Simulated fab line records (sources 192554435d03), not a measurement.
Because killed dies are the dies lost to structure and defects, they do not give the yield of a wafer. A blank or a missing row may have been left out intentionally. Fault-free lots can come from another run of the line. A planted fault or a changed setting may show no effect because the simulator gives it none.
Chamber matching ; flow n5Finfet ; N5_BEOL_M7_STRIP_36 on rieDiel-02 has 4 sister chambers
The step strips in N2/H2. 20 wafers are shown with their chamber, then 10 later ones without.

## WAFERS, EACH WITH ITS CHAMBER
wafer;chamber;throttleValvePct (%);drypumpMotorCurrentA (A);showerheadPlenumPTorr (Torr)
L076.2;1;23.4;5.1;2.60
L076.3;2;23.7;6.4;2.43
L076.4;0;22.8;6.4;2.59
L078.1;3;23.7;6.4;2.53
L078.2;0;22.8;6.5;2.58
L078.3;2;23.7;6.3;2.42
L078.4;1;23.4;5.1;2.60
L078.5;3;23.7;6.5;2.53
L078.6;2;23.7;6.3;2.42
L079.1;1;23.4;5.1;2.60
L079.3;0;22.8;6.4;2.58
L079.4;3;23.7;6.4;2.53
L083.3;3;23.7;6.5;2.53
L083.5;0;22.8;6.4;2.58
L083.6;1;23.4;5.1;2.60
L088.1;2;23.8;6.3;2.41
L088.2;3;23.7;6.5;2.52
L088.5;0;22.9;6.4;2.57
L091.2;2;23.8;6.4;2.41
L091.3;0;22.8;6.4;2.57

SIGNATURES (means of the wafers above)
reading;chamber 0;chamber 1;chamber 2;chamber 3;scatter within a chamber
throttleValvePct;22.817;23.400;23.740;23.700;0.0356
drypumpMotorCurrentA;6.417;5.100;6.340;6.460;0.045
showerheadPlenumPTorr;2.5783;2.6000;2.4180;2.5280;0.00634
Rule: distance of a wafer from a chamber = root of the sum over the readings of ((wafer's reading minus chamber's mean) / reading's scatter) squared. If the next closest chamber is less than 2 further off than the closest, the wafer can't be placed; otherwise it belongs to the closest. The scatter: the root of (the sum of the squares of (reading less its chamber's mean) over the shown wafers, divided by (wafers less chambers)).

## WAFERS WITH NO CHAMBER GIVEN
wafer;throttleValvePct (%);drypumpMotorCurrentA (A);showerheadPlenumPTorr (Torr)
L091.5;22.9;5.1;2.59
L092.1;22.8;6.4;2.57
L092.4;23.7;6.4;2.52
L092.6;22.8;6.4;2.57
L095.1;23.7;6.5;2.52
L095.5;22.8;5.1;2.59
L095.6;23.8;6.3;2.41
L097.3;23.8;6.4;2.41
L097.4;23.7;6.5;2.52
L097.6;22.8;6.4;2.57

## WHICH CHAMBER EACH ONE RAN IN
wafer;from the rows above;in truth
L091.5;1;1
L092.1;0;0
L092.4;3;3
L092.6;0;0
L095.1;3;3
L095.5;1;1
L095.6;2;2
L097.3;2;2
L097.4;3;3
L097.6;0;0
Correct placement for 10 of the 10. Left unplaced by these rows: 0. 0 placed wrongly.
